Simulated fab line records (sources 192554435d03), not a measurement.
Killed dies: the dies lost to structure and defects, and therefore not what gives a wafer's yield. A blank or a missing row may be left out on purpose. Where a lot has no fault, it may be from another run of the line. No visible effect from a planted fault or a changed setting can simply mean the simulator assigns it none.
Matching of chambers / flow n5_finfet / 4 sister chambers for N5_BEOL_M12_VIA_ETCH_16 on rie_diel-01
The step etches SiOC in C4F8/O2/Ar, target depth 724.8 nm. 4 wafers are shown with their chamber, then 8 later ones without.

## WAFERS, EACH WITH ITS CHAMBER
wafer=L075.1; chamber=3; drypump_motor_current_A (A)=6.1
wafer=L086.6; chamber=1; drypump_motor_current_A (A)=6.0
wafer=L091.1; chamber=0; drypump_motor_current_A (A)=6.5
wafer=L094.2; chamber=2; drypump_motor_current_A (A)=6.3

## WAFERS WITH NO CHAMBER GIVEN
wafer=L094.5; drypump_motor_current_A (A)=5.9
wafer=L094.6; drypump_motor_current_A (A)=6.3
wafer=L097.1; drypump_motor_current_A (A)=5.9
wafer=L097.2; drypump_motor_current_A (A)=6.5
wafer=L097.5; drypump_motor_current_A (A)=6.1
wafer=L096.4; drypump_motor_current_A (A)=6.4
wafer=L096.5; drypump_motor_current_A (A)=6.2
wafer=L096.6; drypump_motor_current_A (A)=6.1

## EACH ONE'S CHAMBER
wafer=L094.5; from the rows above=can't be placed: 1 or 3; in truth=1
wafer=L094.6; from the rows above=2; in truth=2
wafer=L097.1; from the rows above=can't be placed: 1 or 3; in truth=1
wafer=L097.2; from the rows above=0; in truth=0
wafer=L097.5; from the rows above=can't be placed: 3 or 1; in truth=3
wafer=L096.4; from the rows above=can't be placed: 0 or 2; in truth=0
wafer=L096.5; from the rows above=can't be placed: 2 or 3 or 1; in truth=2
wafer=L096.6; from the rows above=can't be placed: 3 or 1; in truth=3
Placed correctly: 2 of 8. Not placeable from these rows: 6 (in 6, the candidates include the true chamber). Placed wrongly: 0.
How it was worked out, from the rows above alone: a wafer's distance from a chamber is the root of the sum, over the readings, of the square of ((its reading less the chamber's mean) divided by the reading's scatter). If the next closest chamber is less than 2 further off than the closest, the wafer can't be placed; otherwise it belongs to the closest. A chamber's mean is the mean of its shown wafers. The scatter: root of mean squared gap, hidden wafer to nearest shown wafer, with one shown wafer a chamber.
